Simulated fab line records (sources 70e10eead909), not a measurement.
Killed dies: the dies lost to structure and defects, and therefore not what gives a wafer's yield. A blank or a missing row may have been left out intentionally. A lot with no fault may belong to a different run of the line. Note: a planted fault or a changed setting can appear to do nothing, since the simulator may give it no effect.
Shared-tool check | flow nandHarc | 6 wafers sampled across 2 lots

## REASON IT WAS OPENED
At NHARC_END_SORT_01 the reading killedAtArray is flagged on 2 of 2 lots. No-fault wafers: 64, standard deviation 16.
Rule: a lot is flagged when every wafer of it that has a number lies more than 4 standard deviations from that mean, or none has a number. As for the other lots, they are considered sound.

lot  | measured     | on        | killedAtArray, wafer by wafer | flag
L470 | day 28 04:12 | prober-01 | 162 163 161                   | FLAGGED
L471 | day 28 16:06 | prober-02 | 138 158 142                   | FLAGGED
Average over the flagged lots: 154; offset from the usual +90, equal to +6 standard deviations.

## WHICH TOOL RAN EACH LOT
3 process steps preceding the reading are held in the record, out of 1302 steps in the route. Read each cell as the tool, then ch plus the chambers that the sampled wafers visited, then the start.
lot  | flag    | NHARC_A_WL_FILL_CVD_20       | NHARC_A_BONDPAD_ETCH_12                      | NHARC_A_BONDPAD_DEGAS_25
L470 | FLAGGED | cvdW-02 ch 0, day 24 23:25   | rieDiel-09 ch 2,3, day 26 22:28 or earlier   | pvdSputter-01, day 26 22:28
L471 | FLAGGED | cvdW-02 ch 0,1, day 25 15:38 | rieDiel-09 ch 0,1,2, day 27 14:38 or earlier | pvdSputter-03, day 27 14:38
What the steps here do:
- NHARC_A_WL_FILL_CVD_20: deposits W, target thk 100 nm, time 74 s.
- NHARC_A_BONDPAD_ETCH_12: etches the open film in CHF3/O2, target depth 220 nm, time 110 s.
- NHARC_A_BONDPAD_DEGAS_25: time 60 s.
- NHARC_END_SORT_01

## FLAGGED AGAINST TOTAL, ONE TOOL AT A TIME (gauges that did the reading follow at the end)
step                     | tool          | lots run | flagged | share of the flagged lots | sound lots run after its first flagged lot
NHARC_A_WL_FILL_CVD_20   | cvdW-02       | 2        | 2       | all                       | 0
NHARC_A_BONDPAD_ETCH_12  | rieDiel-09    | 2        | 2       | all                       | 0
NHARC_A_BONDPAD_DEGAS_25 | pvdSputter-01 | 1        | 1       | some                      | 0
NHARC_A_BONDPAD_DEGAS_25 | pvdSputter-03 | 1        | 1       | some                      | 0
NHARC_END_SORT_01        | prober-01     | 1        | 1       | some                      | 0
NHARC_END_SORT_01        | prober-02     | 1        | 1       | some                      | 0
Because NHARC_A_BONDPAD_ETCH_12 lacks a start for some lots, the hours and order of its lots are taken from NHARC_A_BONDPAD_DEGAS_25.

## WHAT THE TABLE PERMITS
Every flagged lot went through 2 rows of the table: cvdW-02 at NHARC_A_WL_FILL_CVD_20 and rieDiel-09 at NHARC_A_BONDPAD_ETCH_12.
- cvdW-02 at NHARC_A_WL_FILL_CVD_20: 2 of its 2 lots flagged. No sound lot ran on it before its first flagged lot in this sample; the start therefore can't be narrowed down.
- rieDiel-09 at NHARC_A_BONDPAD_ETCH_12: 2 of its 2 lots flagged. No sound lot ran on it before its first flagged lot in this sample; the start therefore can't be narrowed down.
A lot count leaves these 2 tools indistinguishable: every one of them fits a fault beginning at some hour. More lots, or a look at what each step does to the wafer, might.

## WHAT HAD BEEN PUT IN BY THE SIMULATOR
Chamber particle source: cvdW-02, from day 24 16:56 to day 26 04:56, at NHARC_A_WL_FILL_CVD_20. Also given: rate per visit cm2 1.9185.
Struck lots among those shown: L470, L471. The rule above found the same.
